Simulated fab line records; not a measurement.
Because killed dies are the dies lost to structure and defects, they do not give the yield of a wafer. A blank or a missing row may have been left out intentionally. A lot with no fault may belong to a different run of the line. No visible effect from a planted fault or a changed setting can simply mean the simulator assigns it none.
Chamber matching -- flow n5 finfet -- N5_BEOL_M2_ETCH_63 on rie diel-05 has 4 sister chambers
The step etches SiARC in CF4, target depth 15.6 nm, time 26 s. 4 wafers are shown with their chamber, then 8 later ones without.

== WAFERS, EACH WITH ITS CHAMBER ==
wafer,chamber,showerhead plenum p Torr (Torr)
L076.2,1,2.12
L079.1,0,2.08
L079.5,2,2.28
L088.1,3,2.08

== WAFERS WITHOUT THEIR CHAMBER ==
wafer,showerhead plenum p Torr (Torr)
L088.3,2.07
L088.4,2.07
L089.3,2.28
L089.4,2.09
L089.5,2.27
L097.1,2.11
L097.2,2.06
L097.4,2.27

== THE CHAMBER EACH PASSED THROUGH ==
wafer,from the rows above,in truth
L088.3,can't be placed: 0 or 3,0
L088.4,can't be placed: 0 or 3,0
L089.3,2,2
L089.4,can't be placed: 0 or 3 or 1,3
L089.5,2,2
L097.1,can't be placed: 1 or 0 or 3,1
L097.2,can't be placed: 0 or 3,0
L097.4,2,2
Placed correctly: 3 of 8. These rows do not allow placing 5 (true chamber among the candidates in 5). Wrongly placed: 0.
How it was worked out, from the rows above alone: a wafer's distance from a chamber is the root of the sum, over the readings, of the square of ((its reading less the chamber's mean) divided by the reading's scatter). The wafer belongs to the nearest chamber; if the next one is less than 2 further off, it can't be placed. The mean given for a chamber averages the wafers shown for that chamber. The scatter (one wafer shown for each chamber): square how far every hidden wafer sits from the nearest shown wafer, average those squares and take the square root.
